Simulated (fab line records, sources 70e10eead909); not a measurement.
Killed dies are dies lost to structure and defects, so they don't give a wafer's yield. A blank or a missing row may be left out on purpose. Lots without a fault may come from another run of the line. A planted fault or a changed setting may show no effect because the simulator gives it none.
fab line records | flow nand_harc
record lots=13 wafers=37 last_day=24
route steps=1159 shown A_CHANNEL_FILL_D1@493 A_STAIRCASE@519 END@1159
lots that met no fault: from a run of the same line without faults
start_h: hours from the record's first day to the start of the lot's first wafer shown | wait_h: hours since the lot's step before | " the same as in the row above | L1.1+2: a row that stands for several wafers | - no value, or no start given | * or withheld: withheld | < > ~ a bound
route shown NAME@n: a module of which the file shows steps, and the number in the route of the first | usual: mean/standard deviation of fault-free wafers | same: alike in all rows | chamber/n: place in a boat | sites: the reading at each site | _std_site: their standard deviation | _edge_site: outer sites' mean less inner sites' | radius_mm: how far each site lies from the wafer's centre | mask NAME#n: copy n | behind: the tool/chamber that last shaped the wafer | hold: why the lot was held/for how many hours/how that ended | device: the transistor (n, p or np) that didn't switch | end of line: the same wafers' tests at the end of the route | a step without rows: its recipe alone | killed: dies lost to structure and defects at the first sort, not the wafer's yield | map: a wafer's dies, x killed, . not, _ none there
set.NAME: the setting as run; set.NAME@STEP: as run at that earlier step | model.NAME: the simulator's own value behind a step, which no gauge read
steps of the route over a sample of lots; a table a step, a row a wafer
services: from which hour (start_h, from the record's first day; less than 0 if before it) a tool's chamber was out of use, for how many hours, and why
## steps
# step NHARC_A_CHANNEL_FILL_D1_ALD_03
# recipe target_thk_a=60 pulse_time_s=60 ald_cycles=58 temp_c=630 pressure_torr=2 material=SiNx
# usual chamber_pressure_Torr=1.999/0.0044 precursor_pulse_height_rel=0.997/0.019
# columns lot.wafer tool chamber start_h wait_h chamber_pressure_Torr precursor_pulse_height_rel
L253.1 ald_sin_batch-01 0 - - 1.999 0.983
L253.4 " 0 " " 1.995 0.999
L253.6 " 0 " " 1.998 0.968
L254.3 ald_sin_batch-01 0 - - 1.996 1.010
L254.4 " 0 " " 1.999 0.988
L254.6 " 0 " " 2.000 0.997
L255.3 ald_sin_batch-02 0 - - 1.992 0.961
L255.5 " 0 " " 1.994 1.038
L255.6 " 0 " " 1.997 1.022
L256.1 ald_sin_batch-02 0 - - 1.997 1.014
L256.3 " 0 " " 1.997 1.008
L256.4 " 0 " " 2.003 0.999
L257.4 ald_sin_batch-01 0 - - 2.004 1.003
L257.5 " 0 " " 2.002 1.013
L257.6 " 0 " " 2.000 1.009
L263.3 ald_sin_batch-02 0 - - 2.001 1.024
L263.4 " 0 " " 2.000 1.011
L264.3 ald_sin_batch-01 0 - - 1.993 0.973
L264.6 " 0 " " 1.996 1.002
L269.1 ald_sin_batch-01 0 - - 2.007 0.973
L269.3 " 0 " " 2.003 0.977
L269.5 " 0 " " 1.999 1.025
L271.1 ald_sin_batch-02 0 - - 1.998 0.975
L271.3 " 0 " " 1.998 1.007
L271.4 " 0 " " 2.001 0.962
L272.1 ald_sin_batch-02 0 - - 1.999 1.023
L272.4 " 0 " " 1.999 0.995
L272.6 " 0 " " 2.003 1.000
L274.3 ald_sin_batch-03 0 - - 1.997 0.953
L274.5 " 0 " " 1.992 1.001
L274.6 " 0 " " 1.993 0.997
L275.1 ald_sin_batch-02 0 - - 1.999 1.015
L275.4 " 0 " " 2.005 1.014
L275.6 " 0 " " 1.999 0.984
L276.3 ald_sin_batch-01 0 - - 2.004 1.006
L276.4 " 0 " " 2.004 0.995
L276.5 " 0 " " 2.003 0.979
# step NHARC_A_CHANNEL_FILL_D1_STRIP_29
# recipe time_s=20 o2_flow_sccm=500 ar_flow_sccm=0 bias_w=0 chemistry=O2
# usual drypump_motor_current_A=5.5/0.45 oes_product_au=0.997/0.011 rf_vpp_V=58.1/0.92 showerhead_plenum_p_Torr=3.58/0.14 throttle_valve_pct=17.037/0.0097
# columns lot.wafer tool chamber start_h wait_h drypump_motor_current_A oes_product_au rf_hours_counter_h rf_vpp_V showerhead_plenum_p_Torr throttle_valve_pct
L254.3 rie_diel-04 1 222.57 0.1 6.2 0.993 3 56.3 3.31 17.027
L254.4 " 1 " " 6.2 0.992 - 58.2 3.31 17.035
L254.6 " 3 " " 5.3 0.990 - 58.0 3.51 17.029
L253.1 rie_diel-04 1 226.17 0.2 6.2 1.002 4 57.0 3.31 17.027
L253.4 " 0 " " 5.1 1.005 - 58.7 3.66 17.035
L253.6 " 3 " " 5.3 0.992 - 57.6 3.51 17.058
L256.3 rie_diel-04 2 - - 5.7 0.979 4 57.0 3.76 17.035
L256.1 " 3 " " 5.3 0.989 5 57.6 3.51 17.021
L256.4 " 0 " " 5.2 1.003 4 58.8 3.65 17.028
L255.3 rie_diel-10 3 - - 5.4 0.997 1 59.0 3.68 17.039
L255.5 " 0 " " 5.2 0.978 - 59.9 3.58 17.023
L255.6 " 1 " " 4.9 0.997 - 58.4 3.75 17.044
L257.4 rie_diel-10 2 - - 6.2 1.005 1 57.6 3.50 17.036
L257.5 " 1 " " 4.9 0.999 - 59.1 3.75 17.035
L257.6 " 2 " " 6.2 1.014 - 58.9 3.50 17.055
L263.3 rie_diel-10 2 - - 6.2 0.998 2 56.1 3.50 17.040
L263.4 " 1 " " 4.9 1.001 2 59.9 3.75 17.042
L264.3 rie_diel-10 1 - - 4.9 0.992 3 59.4 3.75 17.055
L264.6 " 0 " " 5.2 0.967 - 58.2 3.57 17.045
L269.1 rie_diel-04 2 - - 5.7 1.006 1 59.2 3.76 17.021
L269.3 " 0 " " 5.1 1.012 1 58.6 3.65 17.029
L269.5 " 2 " " 5.7 1.007 - 58.3 3.76 17.054
L271.3 rie_diel-04 3 - - 5.3 1.010 2 58.2 3.51 17.042
L271.1 " 0 " " 5.1 1.013 1 57.5 3.65 17.044
L271.4 " 1 " " 6.2 1.016 1 58.7 3.31 17.016
L272.4 rie_diel-10 0 - - 5.2 0.979 4 58.7 3.57 17.029
L272.1 " 1 " " 4.9 0.983 4 60.0 3.75 17.033
L272.6 " 0 " " 5.2 0.980 - 60.1 3.57 17.050
L275.4 rie_diel-10 0 - - 5.2 0.989 4 58.9 3.57 17.031
L275.1 " 2 " " 6.2 0.998 4 57.7 3.50 17.045
L275.6 " 0 " " 5.2 0.981 - 57.6 3.57 17.041
L274.3 rie_diel-04 2 - - 5.7 1.003 2 59.1 3.76 17.032
L274.6 " 3 " " 5.3 0.991 - 59.8 3.51 17.045
L274.5 " 0 " " 5.1 1.011 - 58.7 3.65 17.033
L276.3 rie_diel-10 2 373.06 0.2 6.2 1.008 0 57.4 3.50 17.039
L276.5 " 2 " " 6.2 1.003 - 55.4 3.50 17.033
L276.4 " 3 " " 5.4 0.988 - 59.3 3.67 17.046
# step NHARC_A_STAIRCASE_DEP_156
# recipe target_thk_a=500 temp_c=400 target_thk_nm=50 flow_sccm=200 rf_w=450 material=SiNx
# usual heater_power_w=717/80
# columns lot.wafer tool chamber start_h wait_h heater_power_w
L254.3 pecvd-01 2 229.32 0.4 718
L254.4 " 0 " " 607
L254.6 " 2 " " 700
L253.1 pecvd-03 2 232.65 0.1 585
L253.4 " 2 " " 596
L253.6 " 0 " " 692
L256.1 pecvd-03 2 246.68 0.2 659
L256.3 " 1 " " 851
L256.4 " 2 " " 674
L255.3 pecvd-04 0 246.74 0.2 832
L255.6 " 1 " " 799
L255.5 " 2 " " 681
L257.5 pecvd-01 2 263.83 0.2 667
L257.6 " 0 " " 634
L257.4 " 1 " " 729
L263.3 pecvd-04 1 289.47 0.1 718
L263.4 " 0 " " 794
L264.3 pecvd-01 0 314.16 0.1 717
L264.6 " 0 " " 583
L269.3 pecvd-01 0 330.67 0.1 581
L269.1 " 1 " " 745
L269.5 " 2 " " 677
L271.3 pecvd-04 0 343.04 0.1 727
L271.1 " 2 " " 713
L271.4 " 0 " " 746
L272.1 pecvd-04 2 346.80 0.1 705
L272.6 " 1 " " 816
L272.4 " 2 " " 730
L275.1 pecvd-03 0 357.43 0.1 687
L275.6 " 0 " " 665
L275.4 " 1 " " 725
L274.3 pecvd-04 0 361.04 0.1 789
L274.6 " 2 " " 680
L274.5 " 0 " " 789
L276.3 pecvd-01 2 381.03 0.6 662
L276.5 " 0 " " 588
L276.4 " 1 " " 697
# step NHARC_A_STAIRCASE_ETCH_169
# recipe target_depth_a=500 time_s=107.1 ion_energy_ev=120 ch3f_flow_sccm=50 o2_flow_sccm=30 ar_flow_sccm=200 rf_w=500 bias_w=100 chemistry=CH3F/O2
# usual drypump_motor_current_A=5.6/0.31 oes_product_au=0.950/0.018 rf_vpp_V=244.1/1.5 run_length_s=128.2/0.47 showerhead_plenum_p_Torr=2.44/0.093 throttle_valve_pct=20.664/0.0086
# columns lot.wafer tool chamber start_h wait_h drypump_motor_current_A oes_product_au rf_hours_counter_h rf_vpp_V run_length_s showerhead_plenum_p_Torr throttle_valve_pct
L254.3 rie_diel-08 1 230.22 0.1 5.5 0.966 39 245.1 128.5 2.44 20.667
L254.4 " 3 " " 5.8 0.963 40 242.3 127.8 2.31 20.652
L254.6 " 1 " " 5.4 0.955 - 244.2 128.2 2.44 20.660
L253.4 rie_diel-09 1 233.64 0.1 5.5 0.912 57 245.8 127.8 2.47 20.645
L253.1 " 3 " " 6.1 0.921 54 246.7 127.4 2.54 20.676
L253.6 " 1 " " 5.6 0.933 - 244.8 128.0 2.47 20.647
L256.4 rie_diel-09 1 247.74 0.1 5.6 0.918 60 243.9 127.8 2.47 20.666
L256.1 " 2 " " 5.6 0.930 59 241.7 129.0 2.35 20.662
L256.3 " 0 " " 4.9 0.933 58 242.8 128.2 2.41 20.670
L255.3 rie_diel-08 1 247.93 0.1 5.4 0.972 46 243.4 128.2 2.44 20.682
L255.5 " 2 " " 5.6 0.972 - 244.8 128.6 2.54 20.678
L255.6 " 3 " " 5.8 0.941 - 242.6 128.3 2.31 20.670
L257.4 rie_diel-09 1 264.84 0.1 5.6 0.942 0 244.8 127.7 2.47 20.655
L257.6 " 3 " " 6.0 0.939 - 244.8 127.6 2.53 20.668
L257.5 " 0 " " 4.9 0.948 - 244.1 128.3 2.41 20.654
L263.4 rie_diel-09 3 290.37 0.1 6.0 0.960 11 246.4 111.2 2.53 20.665
L263.3 " 1 " " 5.6 0.954 9 246.5 127.8 2.46 20.657
L264.3 rie_diel-09 0 315.24 0.1 5.0 0.978 21 242.9 128.5 2.40 20.678
L264.6 " 1 " " 5.6 0.967 - 244.0 111.1 2.46 20.669
L269.3 rie_diel-01 3 331.63 0.1 5.0 0.960 2 245.7 128.6 2.54 20.673
L269.1 " 0 " " 5.5 0.985 2 244.9 129.0 2.45 20.666
L269.5 " 3 " " 5.0 0.962 - 245.2 128.2 2.54 20.661
L271.3 rie_diel-08 3 344.11 0.2 5.8 0.955 13 242.5 127.8 2.30 20.662
L271.1 " 0 " " 5.8 0.937 14 241.4 127.6 2.32 20.668
L271.4 " 1 " " 5.5 0.953 14 243.9 128.3 2.42 20.659
L272.1 rie_diel-08 1 347.87 0.1 5.5 0.937 15 245.0 128.5 2.42 20.671
L272.4 " 3 " " 5.8 0.941 14 242.0 127.8 2.30 20.665
L272.6 " 1 " " 5.5 0.929 - 243.9 128.1 2.42 20.670
L275.4 rie_diel-08 1 358.35 0.1 5.5 0.961 19 243.4 128.6 2.42 20.651
L275.1 " 3 " " 5.8 0.972 18 242.1 128.2 2.30 20.652
L275.6 " 1 " " 5.4 0.960 - 244.7 128.3 2.42 20.674
L274.3 rie_diel-08 1 362.22 0.2 5.5 0.932 21 243.6 128.2 2.42 20.671
L274.5 " 2 " " 5.6 0.949 - 244.8 128.7 2.53 20.678
L274.6 " 3 " " 5.8 0.942 - 243.1 127.8 2.30 20.656
L276.3 rie_diel-01 0 381.99 0.1 5.5 0.976 22 245.0 129.5 2.45 20.661
L276.4 " 2 " " 5.7 0.962 21 245.4 128.3 2.50 20.667
L276.5 " 0 " " 5.5 0.976 - 246.1 129.1 2.45 20.687
# step NHARC_END_SORT_01
# recipe temp_c=25
# usual killed_at_array=29/13 killed_at_other=0.7/1 killed_at_periphery=3.2/2.3 killed_dies=33/13 killed_open=3.3/1.7 killed_short=2.0/1.5
# same gross_dies=677
# columns lot.wafer tool chamber start_h wait_h killed_at_array killed_at_other killed_at_periphery killed_dies killed_open killed_short
L253.1 prober-02 0 438.24 2.5 22 0 1 23 3 1
L253.4 prober-02 0 440.64 3.4 19 0 4 23 4 2
L253.6 prober-02 0 442.24 4.0 25 1 3 29 5 2
L256.1 prober-02 0 446.90 2.5 26 1 2 29 2 1
L256.3 prober-02 0 448.49 3.1 27 1 3 31 4 2
L256.4 prober-02 0 449.29 3.4 23 0 1 24 2 2
L255.3 prober-01 0 456.31 3.1 19 0 2 21 2 2
L255.5 prober-01 0 457.91 3.7 18 1 2 21 2 3
L255.6 prober-01 0 458.71 4.0 32 0 1 33 3 2
L257.4 prober-02 0 480.98 3.4 27 0 3 30 2 1
L257.5 prober-02 0 481.78 3.7 25 0 1 26 4 2
L257.6 prober-02 0 482.58 4.0 34 0 1 35 2 1
L263.3 prober-01 0 507.29 3.1 21 1 5 27 1 2
L263.4 prober-01 0 508.09 3.4 28 0 6 34 4 0
L264.6 prober-01 0 522.15 3.9 40 0 5 45 6 2
L269.1 prober-01 0 548.24 2.5 18 2 0 20 2 0
L269.3 prober-01 0 549.84 3.1 26 3 4 33 3 1
L269.5 prober-01 0 551.45 3.7 25 3 5 33 6 2
L271.1 prober-02 0 554.61 2.5 27 0 5 32 1 3
L271.3 prober-02 0 556.23 3.1 39 0 3 42 7 1
L271.4 prober-02 0 557.04 3.4 41 0 1 42 2 3
L272.1 prober-01 0 572.27 2.5 56 0 1 57 3 1
L272.4 prober-01 0 574.68 3.4 50 0 1 51 2 1
L272.6 prober-01 0 576.28 4.0 50 0 1 51 2 1
L276.3 prober-01 0 581.94 3.1 28 0 3 31 5 5
L276.4 prober-01 0 582.73 3.4 33 2 6 41 5 4
L276.5 prober-01 0 583.52 3.7 24 2 7 33 2 2
# killed by level:class
L253.1 A_SLIT:chamber_film_flake=12 A_STAIRCASE:chamber_film_flake=3 A_CONTACT:geometric_particle:open=2 A_WL_FILL:chamber_film_flake=2 P_M0:geometric_particle:open=1 A_ONON_D1:geometric_particle:short=1 A_ZERO_WELL:chamber_film_flake=1 A_CONTACT:chamber_film_flake=1
L253.4 A_SLIT:chamber_film_flake=5 A_STAIRCASE:chamber_film_flake=3 A_WL_FILL:chamber_film_flake=3 P_GATE:chamber_film_flake=2 A_CHANNEL_HOLE_D1:chamber_film_flake=2 P_GATE:geometric_particle:open=1 P_CONTACT:geometric_particle:open=1 A_ONON_D1:geometric_particle:short=1
L253.6 A_SLIT:chamber_film_flake=10 A_CONTACT:chamber_film_flake=5 A_CHANNEL_HOLE_D1:chamber_film_flake=2 A_M0:chamber_film_flake=2 P_GATE:geometric_particle:short=1 P_CONTACT:geometric_particle:open=1 A_WL_FILL:geometric_particle:short=1 A_CONTACT:geometric_particle:open=1
L256.1 A_CHANNEL_HOLE_D1:chamber_film_flake=12 A_CONTACT:chamber_film_flake=7 A_CONTACT:geometric_particle:open=2 A_SLIT:chamber_film_flake=2 P_GATE:chamber_film_flake=2 A_STAIRCASE:chamber_film_flake=2 STARTING-WAFER:geometric_particle:short=1 A_CHANNEL_FILL_D1:chamber_film_flake=1
L256.3 A_CHANNEL_HOLE_D1:chamber_film_flake=10 A_CONTACT:chamber_film_flake=6 A_STAIRCASE:chamber_film_flake=4 A_CHANNEL_FILL_D1:chamber_film_flake=2 P_M0:geometric_particle:open=1 A_CHANNEL_FILL_D1:geometric_particle:open=1 A_WL_FILL:geometric_particle:open=1 A_M0:geometric_particle:open=1
L256.4 A_CHANNEL_HOLE_D1:chamber_film_flake=10 A_CONTACT:chamber_film_flake=6 A_CHANNEL_FILL_D1:chamber_film_flake=2 A_STAIRCASE:chamber_film_flake=2 P_GATE:geometric_particle:open=1 A_CHANNEL_FILL_D1:geometric_particle:short=1 A_SGD_CUT:geometric_particle:short=1 A_CONTACT:geometric_particle:open=1
L255.3 A_SLIT:chamber_film_flake=6 A_CHANNEL_HOLE_D1:chamber_film_flake=5 A_CONTACT:chamber_film_flake=2 A_CHANNEL_HOLE_D1:geometric_particle:short=1 A_CONTACT:geometric_particle:open=1 A_M0:geometric_particle:open=1 A_M1:geometric_particle:short=1 P_GATE:chamber_film_flake=1
L255.5 A_SLIT:chamber_film_flake=7 A_CHANNEL_HOLE_D1:chamber_film_flake=2 A_STAIRCASE:chamber_film_flake=2 A_CONTACT:chamber_film_flake=2 P_M0:geometric_particle:open=1 A_ONON_D1:geometric_particle:short=1 A_CHANNEL_FILL_D1:geometric_particle:short=1 A_CHANNEL_FILL_D1:geometric_particle:open=1
L255.6 A_SLIT:chamber_film_flake=16 A_CHANNEL_HOLE_D1:chamber_film_flake=4 A_STAIRCASE:chamber_film_flake=3 A_CONTACT:chamber_film_flake=3 A_ONON_D1:geometric_particle:open=2 A_WL_FILL:geometric_particle:short=2 A_M1:geometric_particle:open=1 P_GATE:chamber_film_flake=1
L257.4 A_CHANNEL_HOLE_D1:chamber_film_flake=10 A_SLIT:chamber_film_flake=7 A_CONTACT:chamber_film_flake=6 A_STAIRCASE:chamber_film_flake=2 P_M0:geometric_particle:open=1 A_ONON_D1:geometric_particle:short=1 A_CHANNEL_HOLE_D1:geometric_particle:open=1 P_ZERO_WELL:chamber_film_flake=1
L257.5 A_CHANNEL_HOLE_D1:chamber_film_flake=10 A_SLIT:chamber_film_flake=7 A_CHANNEL_FILL_D1:geometric_particle:short=2 A_WL_FILL:geometric_particle:open=2 A_CONTACT:geometric_particle:open=1 A_M1:geometric_particle:open=1 P_ZERO_WELL:chamber_film_flake=1 A_CHANNEL_FILL_D1:chamber_film_flake=1
L257.6 A_SLIT:chamber_film_flake=15 A_CHANNEL_HOLE_D1:chamber_film_flake=13 A_CONTACT:chamber_film_flake=3 P_CONTACT:geometric_particle:open=1 A_CHANNEL_FILL_D1:geometric_particle:open=1 A_BLC:geometric_particle:short=1 A_STAIRCASE:chamber_film_flake=1
L263.3 A_BONDPAD:chamber_film_flake=7 A_CHANNEL_HOLE_D1:chamber_film_flake=3 P_ZERO_WELL:chamber_film_flake=3 A_STAIRCASE:chamber_film_flake=3 A_BLC:chamber_film_flake=3 P_M1:chamber_film_flake=2 A_SOURCE_PLATE:geometric_particle:short=1 A_CONTACT:geometric_particle:short=1
L263.4 A_BONDPAD:chamber_film_flake=9 A_STAIRCASE:chamber_film_flake=4 A_CONTACT:chamber_film_flake=4 P_ZERO_WELL:chamber_film_flake=3 A_CHANNEL_HOLE_D1:chamber_film_flake=3 A_WL_FILL:chamber_film_flake=3 P_M1:chamber_film_flake=2 A_ONON_D1:geometric_particle:open=1
L264.6 A_CHANNEL_HOLE_D1:chamber_film_flake=21 A_SLIT:chamber_film_flake=13 P_CONTACT:geometric_particle:open=3 A_CONTACT:chamber_film_flake=2 P_GATE:geometric_particle:short=1 P_CONTACT:geometric_particle:short=1 A_ONON_D1:geometric_particle:open=1 A_WL_FILL:geometric_particle:open=1
L269.1 A_CHANNEL_HOLE_D1:chamber_film_flake=14 THIN_TSV:chamber_film_flake=2 A_WL_FILL:geometric_particle:open=1 A_CONTACT:geometric_particle:open=1 A_STAIRCASE:chamber_film_flake=1 A_CONTACT:chamber_film_flake=1
L269.3 A_CHANNEL_HOLE_D1:chamber_film_flake=19 A_CONTACT:chamber_film_flake=5 THIN_TSV:chamber_film_flake=3 P_CONTACT:geometric_particle:open=2 A_ONON_D1:geometric_particle:short=1 A_WL_FILL:geometric_particle:open=1 P_STI:chamber_film_flake=1 P_GATE:chamber_film_flake=1
L269.5 A_CHANNEL_HOLE_D1:chamber_film_flake=19 A_CONTACT:geometric_particle:open=3 P_STI:chamber_film_flake=3 THIN_TSV:chamber_film_flake=3 A_ONON_D1:geometric_particle:open=2 P_CONTACT:geometric_particle:open=1 P_M0:geometric_particle:short=1 A_SGD_CUT:geometric_particle:short=1
L271.1 A_CONTACT:chamber_film_flake=11 A_SLIT:chamber_film_flake=7 A_CHANNEL_HOLE_D1:chamber_film_flake=6 P_GATE:chamber_film_flake=4 P_M2:geometric_particle:short=1 A_CHANNEL_HOLE_D1:geometric_particle:short=1 A_WL_FILL:geometric_particle:short=1 A_CONTACT:geometric_particle:open=1
L271.3 A_SLIT:chamber_film_flake=12 A_CONTACT:chamber_film_flake=11 A_CHANNEL_HOLE_D1:chamber_film_flake=8 A_CHANNEL_FILL_D1:geometric_particle:open=2 P_GATE:geometric_particle:open=1 P_M1:geometric_particle:open=1 A_WL_FILL:geometric_particle:open=1 A_CONTACT:geometric_particle:open=1
L271.4 A_SLIT:chamber_film_flake=23 A_CONTACT:chamber_film_flake=10 A_WL_FILL:geometric_particle:short=2 A_ONON_D1:geometric_particle:short=1 A_WL_FILL:geometric_particle:open=1 A_CONTACT:geometric_particle:open=1 P_GATE:chamber_film_flake=1 A_CHANNEL_HOLE_D1:chamber_film_flake=1
L272.1 A_SLIT:chamber_film_flake=25 A_CHANNEL_HOLE_D1:chamber_film_flake=21 A_CONTACT:chamber_film_flake=4 A_CONTACT:geometric_particle:open=2 A_WL_FILL:chamber_film_flake=2 A_ONON_D1:geometric_particle:short=1 A_M0:geometric_particle:open=1 P_BONDPAD:chamber_film_flake=1
L272.4 A_CHANNEL_HOLE_D1:chamber_film_flake=22 A_SLIT:chamber_film_flake=11 A_CONTACT:chamber_film_flake=11 A_CHANNEL_FILL_D1:chamber_film_flake=2 A_CHANNEL_FILL_D1:geometric_particle:open=1 A_CHANNEL_FILL_D1:geometric_particle:short=1 A_CONTACT:geometric_particle:open=1 P_STI:chamber_film_flake=1
L272.6 A_CHANNEL_HOLE_D1:chamber_film_flake=21 A_SLIT:chamber_film_flake=12 A_CONTACT:chamber_film_flake=9 A_CONTACT:geometric_particle:open=2 A_CHANNEL_FILL_D1:chamber_film_flake=2 A_M1:chamber_film_flake=2 A_CHANNEL_FILL_D1:geometric_particle:short=1 P_STI:chamber_film_flake=1
L276.3 A_SLIT:chamber_film_flake=12 A_CHANNEL_HOLE_D1:chamber_film_flake=6 A_ONON_D1:geometric_particle:short=2 P_CONTACT:geometric_particle:short=1 A_CHANNEL_HOLE_D1:geometric_particle:short=1 A_CHANNEL_FILL_D1:geometric_particle:open=1 A_SGD_CUT:geometric_particle:open=1 A_WL_FILL:geometric_particle:open=1
L276.4 A_SLIT:chamber_film_flake=21 A_CHANNEL_HOLE_D1:chamber_film_flake=4 A_STAIRCASE:chamber_film_flake=2 THIN_TSV:chamber_film_flake=2 P_CONTACT:geometric_particle:short=1 P_CONTACT:geometric_particle:open=1 P_M0:geometric_particle:short=1 P_M0:geometric_particle:open=1
L276.5 A_SLIT:chamber_film_flake=14 A_STAIRCASE:chamber_film_flake=3 P_STI:chamber_film_flake=2 P_GATE:chamber_film_flake=2 THIN_TSV:chamber_film_flake=2 A_WL_FILL:geometric_particle:short=1 A_CONTACT:geometric_particle:open=1 A_BLC:geometric_particle:open=1
## services
# columns tool chamber start_h hours kind
rie_diel-10 - 176.50 9.0 pm
rie_diel-01 1 181.49 8.8 repair
rie_diel-04 - 186.45 3.6 repair
pecvd-04 - 195.00 13.0 pm
rie_diel-01 3 208.12 5.9 repair
rie_diel-10 - 219.34 0.7 repair
rie_diel-04 2 219.62 17.1 repair
pecvd-01 - 237.21 13.0 pm
rie_diel-09 - 245.02 0.4 repair
pecvd-04 2 250.01 4.5 repair
rie_diel-09 - 254.44 9.0 pm
rie_diel-04 3 266.83 8.2 repair
rie_diel-10 3 268.01 5.5 repair
rie_diel-09 2 278.74 10.0 repair
rie_diel-04 - 288.90 9.0 pm
pecvd-03 - 292.26 13.0 pm
rie_diel-09 2 295.60 8.1 repair
rie_diel-08 - 301.88 9.0 pm
rie_diel-01 2 306.60 9.9 repair
rie_diel-01 - 314.80 9.0 pm
rie_diel-01 3 331.80 21.5 repair
rie_diel-10 - 353.50 9.0 pm
rie_diel-10 1 363.14 10.1 repair
pecvd-04 - 376.00 13.0 pm
## key
first_sign step=NHARC_A_STAIRCASE_ETCH_169 reading=run_length_s direction=down sigmas=36 usual=* struck=*
effect none on later readings
met_at NHARC_A_STAIRCASE_ETCH_169
struck_lots L263,L264
struck_wafers L263.4,L264.6
tester_left_out L263,L264
not_acting_at NHARC_A_CHANNEL_FILL_D1_ALD_03,NHARC_A_CHANNEL_FILL_D1_STRIP_29,NHARC_A_STAIRCASE_DEP_156
onset_between 264.84 290.37
fault kind=process_parameter_drift tool=rie_diel-09 chamber=- onset_h=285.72 steps=NHARC_A_STAIRCASE_ETCH_169 channel=time_s offset=* shape=step end_h=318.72 scope=struck_wafers_only acts_in=* stated=*
# tester_left_out: of these lots the tester's yield and bins aren't shown, on N5 and GAA mostly nor the transistor test; their killed dies are dies lost to structure and defects alone, not to doping, threshold or leakage, so they don't give the yield
